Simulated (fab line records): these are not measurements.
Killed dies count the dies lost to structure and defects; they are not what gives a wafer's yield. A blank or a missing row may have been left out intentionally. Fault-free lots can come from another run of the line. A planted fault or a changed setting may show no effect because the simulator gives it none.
Which tool was responsible?	flow n5 finfet	72 wafers from 24 lots sampled at 6 of the route's 1938 steps

WHAT EACH GAUGE READ, for each wafer
N5_BEOL_M1_THK_MEAS_53: measures by xrf.
lot	measured	on	M1_THK (nm)
L074	day 6 09:46	film metro-02	37.7 38.6 39.5
L075	day 6 18:52	film metro-02	38.8 42.5 40.6
L076	day 6 22:26	film metro-02	37.8 38.7 41.1
L077	day 7 14:44	film metro-02	40.9 41.2 42.5
L078	day 7 16:41	film metro-02	38.1 39.6 42.6
L079	day 7 18:18	film metro-02	40.6 39.4 42.2
L080	day 8 00:22	film metro-01	38.7 40.2 38.8
L081	day 8 04:28	film metro-02	41.6 42.0 42.4
L082	day 8 09:01	film metro-02	42.7 38.9 39.1
L083	day 8 22:46	film metro-01	39.9 40.6 38.2
L085	day 9 01:40	film metro-02	39.8 40.8 43.0
L084	day 9 07:34	film metro-02	38.4 38.0 38.9
L086	day 9 09:44	film metro-01	37.9 40.2 39.7
L087	day 9 15:28	film metro-01	39.6 43.5 40.0
L090	day 10 08:38	film metro-01	41.6 42.7 41.2
L088	day 10 10:46	film metro-02	41.3 41.6 44.3
L089	day 10 13:20	film metro-01	38.2 40.9 41.8
L092	day 10 21:25	film metro-01	38.4 38.8 40.2
L091	day 11 04:26	film metro-01	39.5 40.6 40.5
L093	day 11 12:53	film metro-02	40.2 37.5 42.4
L094	day 11 12:55	film metro-02	39.3 41.4 42.4
L095	day 11 19:40	film metro-01	39.7 38.2 41.5
L096	day 12 01:05	film metro-02	38.9 35.5 38.0
L097	day 12 08:48	film metro-02	40.1 38.9 40.5

N5_BEOL_M2_CD_MEAS_35: target cd 18 nm, target cd y 22.2 nm.
lot	measured	on	cd nm (nm)
L074	day 7 03:51	cd sem-03	17.0 17.6 18.0
L075	day 7 07:20	cd sem-03	17.5 17.8 18.0
L076	day 7 11:16	cd sem-02	17.7 18.0 17.4
L077	day 7 21:19	cd sem-01	17.8 17.9 18.0
L078	day 8 00:52	cd sem-01	17.4 17.7 17.2
L079	day 8 05:38	cd sem-01	18.1 17.8 18.2
L080	day 8 10:33	cd sem-01	17.8 17.8 17.5
L081	day 8 18:31	cd sem-01	17.6 17.1 17.4
L082	day 8 22:31	cd sem-02	18.7 17.5 18.4
L083	day 9 09:18	cd sem-03	18.3 18.8 18.0
L085	day 9 12:08	cd sem-02	18.5 17.9 17.7
L084	day 9 14:55	cd sem-02	17.6 17.8 17.2
L086	day 10 09:52	cd sem-03	18.1 17.3 17.5
L087	day 10 14:24	cd sem-01	18.3 17.7 17.8
L090	day 10 17:47	cd sem-03	18.6 18.2 18.2
L088	day 10 17:48	cd sem-01	17.8 18.1 17.3
L089	day 10 21:45	cd sem-02	17.1 17.6 16.9
L092	day 11 03:32	cd sem-01	17.6 18.8 17.5
L091	day 11 12:33	cd sem-01	17.6 18.2 18.0
L093	day 11 18:34	cd sem-02	17.5 18.0 17.6
L094	day 11 18:36	cd sem-01	18.9 18.7 18.4
L095	day 12 12:27	cd sem-03	18.8 18.2 18.7
L096	day 12 12:42	cd sem-03	17.9 18.5 17.8
L097	day 12 17:30	cd sem-01	17.9 17.8 17.6

WHICH TOOL RAN EACH LOT (tool, then ch and the chambers of the sampled wafers, then the start)
lot	N5_BEOL_M1_ANNEAL_87	N5_BEOL_M1_SPUTTER_90	N5_BEOL_M1_SPUTTER_94	N5_BEOL_M2_VIA_ETCH_34
L074	pvd sputter-02, day 6 07:58	pvd sputter-02, day 6 08:19	pvd sputter-02, day 6 08:46	rie diel-02 ch 0,2,3, day 7 03:27
L075	pvd sputter-01, day 6 17:04	pvd sputter-01, day 6 17:25	pvd sputter-01, day 6 17:52	rie diel-06 ch 0,1,3, day 7 06:55
L076	pvd sputter-02, day 6 20:38	pvd sputter-02, day 6 20:59	pvd sputter-02, day 6 21:26	rie diel-02 ch 0,1, day 7 10:52
L077	pvd sputter-03, day 7 12:53	pvd sputter-03, day 7 13:17	pvd sputter-03, day 7 13:43	rie diel-05 ch 2,3, day 7 20:53
L078	pvd sputter-02, day 7 14:25	pvd sputter-02, day 7 14:47	pvd sputter-02, day 7 15:13	rie diel-05 ch 1,2,3, day 8 00:26
L079	pvd sputter-01, day 7 16:29	pvd sputter-01, day 7 16:51	pvd sputter-01, day 7 17:17	rie diel-02 ch 1,3, day 8 05:13
L080	pvd sputter-01, day 7 22:33	pvd sputter-01, day 7 22:55	pvd sputter-01, day 7 23:21	rie diel-06 ch 0,1, day 8 10:02
L081	pvd sputter-01, day 8 02:39	pvd sputter-01, day 8 03:01	pvd sputter-01, day 8 03:27	rie diel-05 ch 0,3, day 8 18:01
L082	pvd sputter-01, day 8 07:13	pvd sputter-01, day 8 07:34	pvd sputter-01, day 8 08:01	rie diel-02 ch 0,2,3, day 8 22:01
L083	pvd sputter-03, day 8 20:52	pvd sputter-03, day 8 21:14	pvd sputter-03, day 8 21:40	rie diel-06 ch 2,3, day 9 08:53
L085	pvd sputter-03, day 8 23:51	pvd sputter-03, day 9 00:13	pvd sputter-03, day 9 00:39	rie diel-02 ch 1,2, day 9 11:43
L084	pvd sputter-03, day 9 05:45	pvd sputter-03, day 9 06:07	pvd sputter-03, day 9 06:33	rie diel-06 ch 0,1,3, day 9 14:30
L086	pvd sputter-02, day 9 07:55	pvd sputter-02, day 9 08:17	pvd sputter-02, day 9 08:43	rie diel-05 ch 0,3, day 10 09:26
L087	pvd sputter-03, day 9 13:31	pvd sputter-03, day 9 13:53	pvd sputter-03, day 9 14:19	rie diel-05 ch 0,2,3, day 10 13:59
L090	pvd sputter-02, day 10 06:32	pvd sputter-02, day 10 06:54	pvd sputter-02, day 10 07:20	rie diel-06 ch 0,2, day 10 17:22
L088	pvd sputter-02, day 10 08:35	pvd sputter-02, day 10 08:56	pvd sputter-02, day 10 09:23	rie diel-02 ch 0,1,3, day 10 17:23
L089	pvd sputter-03, day 10 11:29	pvd sputter-03, day 10 11:51	pvd sputter-03, day 10 12:17	rie diel-05 ch 0,2, day 10 21:20
L092	pvd sputter-01, day 10 19:05	pvd sputter-01, day 10 19:26	pvd sputter-01, day 10 19:53	rie diel-05 ch 1,2,3, day 11 03:07
L091	pvd sputter-01, day 11 02:22	pvd sputter-01, day 11 02:43	pvd sputter-01, day 11 03:10	rie diel-06 ch 0,1, day 11 12:08
L093	pvd sputter-01, day 11 10:58	pvd sputter-01, day 11 11:20	pvd sputter-01, day 11 11:46	rie diel-06 ch 1,2,3, day 11 18:09
L094	pvd sputter-02, day 11 10:59	pvd sputter-02, day 11 11:20	pvd sputter-02, day 11 11:47	rie diel-05 ch 1,2, day 11 18:11
L095	pvd sputter-01, day 11 17:35	pvd sputter-01, day 11 17:57	pvd sputter-01, day 11 18:23	rie diel-05 ch 1,2,3, day 12 12:02
L096	pvd sputter-01, day 11 23:17	pvd sputter-01, day 11 23:38	pvd sputter-01, day 12 00:05	rie diel-06 ch 0,1,2, day 12 12:18
L097	pvd sputter-03, day 12 07:00	pvd sputter-03, day 12 07:22	pvd sputter-03, day 12 07:48	rie diel-05 ch 0,1,2, day 12 17:06
- N5_BEOL_M1_ANNEAL_87: time 240 s.
- N5_BEOL_M1_SPUTTER_90: material Cu, target thk 4.5 nm, time 8.29 s.
- N5_BEOL_M1_SPUTTER_94: material Cu, target thk 4.5 nm, time 8.29 s.
- N5_BEOL_M2_VIA_ETCH_34: etches the open film in C4F6/O2, target depth 69.4 nm, time 65.9 s.

AS READ BY THE TOOLS THEMSELVES (means over the sampled wafers that have a number; for cases with no such wafer, the mark the record gives instead)
N5_BEOL_M1_ANNEAL_87.
lot	tool	heater power w (W)	susceptor temp C (C)
L074	pvd sputter-02	781	399.97
L075	pvd sputter-01	750	399.98
L076	pvd sputter-02	828	400.09
L077	pvd sputter-03	852	399.92
L078	pvd sputter-02	800	399.87
L079	pvd sputter-01	753	400.07
L080	pvd sputter-01	917	399.86
L081	pvd sputter-01	858	400.24
L082	pvd sputter-01	853	400.17
L083	pvd sputter-03	821	399.98
L085	pvd sputter-03	825	400.09
L084	pvd sputter-03	812	399.94
L086	pvd sputter-02	778	400.13
L087	pvd sputter-03	855	400.02
L090	pvd sputter-02	761	399.96
L088	pvd sputter-02	755	399.80
L089	pvd sputter-03	864	399.92
L092	pvd sputter-01	772	399.93
L091	pvd sputter-01	786	399.81
L093	pvd sputter-01	774	399.95
L094	pvd sputter-02	734	399.80
L095	pvd sputter-01	850	400.15
L096	pvd sputter-01	925	400.07
L097	pvd sputter-03	852	399.91

N5_BEOL_M1_SPUTTER_90.
lot	tool	susceptor temp C (C)	throttle valve pct (%)
L074	pvd sputter-02	-19.92	29.8
L075	pvd sputter-01	-20.05	30.9
L076	pvd sputter-02	-19.90	30.0
L077	pvd sputter-03	-20.03	30.0
L078	pvd sputter-02	-20.07	29.9
L079	pvd sputter-01	-19.92	30.6
L080	pvd sputter-01	-20.00	30.0
L081	pvd sputter-01	-20.04	30.2
L082	pvd sputter-01	-20.04	30.1
L083	pvd sputter-03	-19.86	30.2
L085	pvd sputter-03	-20.08	30.3
L084	pvd sputter-03	-20.03	30.2
L086	pvd sputter-02	-19.93	28.9
L087	pvd sputter-03	-20.01	30.2
L090	pvd sputter-02	-20.01	30.4
L088	pvd sputter-02	-20.03	29.7
L089	pvd sputter-03	-20.00	30.2
L092	pvd sputter-01	-20.00	30.1
L091	pvd sputter-01	-19.92	30.0
L093	pvd sputter-01	-20.12	29.9
L094	pvd sputter-02	-20.03	29.5
L095	pvd sputter-01	-20.09	30.1
L096	pvd sputter-01	-19.96	30.1
L097	pvd sputter-03	-20.07	30.0

N5_BEOL_M1_SPUTTER_94.
lot	tool	susceptor temp C (C)	throttle valve pct (%)
L074	pvd sputter-02	-20.01	29.7
L075	pvd sputter-01	-20.01	31.0
L076	pvd sputter-02	-19.99	30.1
L077	pvd sputter-03	-19.93	30.0
L078	pvd sputter-02	-19.99	30.0
L079	pvd sputter-01	-20.00	30.7
L080	pvd sputter-01	-20.06	30.1
L081	pvd sputter-01	-19.98	30.0
L082	pvd sputter-01	-19.98	30.1
L083	pvd sputter-03	-20.12	30.2
L085	pvd sputter-03	-19.98	30.2
L084	pvd sputter-03	-19.97	30.1
L086	pvd sputter-02	-20.02	28.9
L087	pvd sputter-03	-20.01	30.2
L090	pvd sputter-02	-20.02	30.5
L088	pvd sputter-02	-20.14	29.7
L089	pvd sputter-03	-20.02	30.2
L092	pvd sputter-01	-19.90	30.2
L091	pvd sputter-01	-20.04	29.8
L093	pvd sputter-01	-19.94	29.9
L094	pvd sputter-02	-20.02	29.6
L095	pvd sputter-01	-20.18	30.3
L096	pvd sputter-01	-19.99	30.2
L097	pvd sputter-03	-19.96	30.4

N5_BEOL_M2_VIA_ETCH_34.
lot	tool	drypump motor current A (A)	oes product au (a.u.)	rf vpp V (V)	showerhead plenum p Torr (Torr)	throttle valve pct (%)
L074	rie diel-02	5.6	0.77	657	2.87	30.45
L075	rie diel-06	5.4	0.76	659	2.82	30.72
L076	rie diel-02	5.4	0.77	671	2.86	30.67
L077	rie diel-05	6.0	0.91	676	2.85	30.87
L078	rie diel-05	5.8	0.83	663	2.87	30.85
L079	rie diel-02	5.7	0.73	666	2.84	30.74
L080	rie diel-06	5.1	0.80	665	2.80	30.70
L081	rie diel-05	5.5	0.83	667	2.75	30.60
L082	rie diel-02	5.6	0.75	656	2.87	30.46
L083	rie diel-06	5.9	0.96	669	2.85	30.20
L085	rie diel-02	5.1	0.75	675	2.89	30.54
L084	rie diel-06	5.3	0.82	659	2.81	30.60
L086	rie diel-05	5.6	0.85	673	2.75	30.77
L087	rie diel-05	5.9	0.84	671	2.83	30.74
L090	rie diel-06	5.3	0.84	682	2.82	30.43
L088	rie diel-02	5.7	0.72	660	2.83	30.69
L089	rie diel-05	6.2	0.83	670	2.92	30.71
L092	rie diel-05	5.9	0.91	663	2.86	30.82
L091	rie diel-06	5.0	0.86	665	2.79	30.44
L093	rie diel-06	5.9	0.89	660	2.89	30.40
L094	rie diel-05	5.8	0.93	651	2.87	30.73
L095	rie diel-05	5.9	0.88	663	2.85	30.82
L096	rie diel-06	5.6	0.87	666	2.87	30.53
L097	rie diel-05	5.8	0.84	658	2.84	30.66

THE ANSWER, worked out from the rows above alone
Rule: the usual values come from the lots themselves. Put in order of their means at a reading, lots are off if they are a third of the lots or fewer, leave a main group of 4 or more, and stand apart from it by a gap of 3 or more times the standard deviation of the main group's means; of several such gaps the widest counts. The tables above print the reading to a certain number of digits; a main group whose means all agree to those digits is not used. Also off: a lot with no number at a reading for which 4 or more lots have one. The other lots that the step has rows for count as sound. After the gauges, taken in route order, come the tools' own readings; for these a lot's mean is taken, as printed above. The first step at which some lot is off is used, and at that step the reading that is off furthest; a lot without a number counts as furthest.
None of the lots is off at any reading shown; this tells nothing.

WHAT THE SIMULATOR HAD INSERTED
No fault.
